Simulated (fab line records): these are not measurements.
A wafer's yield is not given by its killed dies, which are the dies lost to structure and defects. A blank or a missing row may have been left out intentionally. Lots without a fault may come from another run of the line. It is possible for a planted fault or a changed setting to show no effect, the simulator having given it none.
Matching of chambers ; flow n5Finfet ; N5_SDB_ETCH_17 on rieDiel-02 has 4 sister chambers
The step etches SiARC in CF4, target depth 23.4 nm, time 39 s. 27 wafers are shown with their chamber, then 12 later ones without.

## WAFERS WITH THEIR CHAMBER
wafer;chamber;drypumpMotorCurrentA (A);showerheadPlenumPTorr (Torr);throttleValvePct (%)
L076.3;2;5.7;2.11;15.58
L076.5;3;5.9;2.25;15.22
L076.6;2;5.7;2.11;15.58
L077.1;2;5.7;2.11;15.61
L077.2;3;5.9;2.25;15.26
L077.6;1;6.1;2.07;15.67
L078.3;1;6.1;2.07;15.64
L078.5;2;5.7;2.11;15.62
L078.6;1;6.1;2.07;15.65
L079.2;2;5.7;2.11;15.60
L079.3;3;5.9;2.25;15.26
L079.6;0;5.2;2.14;15.72
L080.1;0;5.2;2.14;15.71
L080.2;3;5.9;2.25;15.24
L080.3;1;6.2;2.07;15.66
L082.4;2;5.7;2.11;15.63
L082.5;1;6.1;2.07;15.66
L082.6;2;5.7;2.11;15.61
L083.3;2;5.7;2.10;15.63
L083.4;1;6.1;2.07;15.67
L083.6;2;5.7;2.10;15.64
L091.2;2;5.7;2.10;15.67
L091.4;0;5.2;2.14;15.78
L091.5;3;5.9;2.24;15.31
L093.2;3;5.9;2.23;15.31
L093.4;0;5.2;2.14;15.76
L093.5;3;5.9;2.23;15.31

SIGNATURES (averages over the wafers above)
reading;chamber 0;chamber 1;chamber 2;chamber 3;scatter within a chamber
drypumpMotorCurrentA;5.200;6.117;5.700;5.900;0.019
showerheadPlenumPTorr;2.1400;2.0700;2.1070;2.2429;0.00572
throttleValvePct;15.7425;15.6583;15.6170;15.2729;0.0288
Rule: for each reading, subtract the chamber's mean from the wafer's reading, divide by that reading's scatter and square the result; add these up over the readings and take the root, which gives the wafer's distance from the chamber. The wafer belongs to the nearest chamber; if the next one is less than 2 further off, it can't be placed. How the scatter is found: for the shown wafers, subtract from each reading the mean of its chamber, square and add these, divide the total by (wafers less chambers), then take the root.

## WAFERS WITH NO CHAMBER GIVEN
wafer;drypumpMotorCurrentA (A);showerheadPlenumPTorr (Torr);throttleValvePct (%)
L092.1;5.7;2.10;15.67
L092.2;6.1;2.06;15.72
L092.5;5.2;2.13;15.76
L094.3;5.2;2.13;15.76
L094.4;5.7;2.10;15.68
L094.5;5.7;2.10;15.67
L095.2;6.1;2.06;15.72
L095.3;5.7;2.09;15.70
L095.5;5.9;2.23;15.31
L097.2;5.9;2.23;15.32
L097.3;5.7;2.09;15.71
L097.5;5.7;2.09;15.69

## WHICH CHAMBER EACH WENT THROUGH
wafer;from the rows above;in truth
L092.1;2;2
L092.2;1;1
L092.5;0;0
L094.3;0;0
L094.4;2;2
L094.5;2;2
L095.2;1;1
L095.3;2;2
L095.5;3;3
L097.2;3;3
L097.3;2;2
L097.5;2;2
Placed correctly: 12 of 12. From these rows, 0 cannot be placed. Placed wrongly: 0.
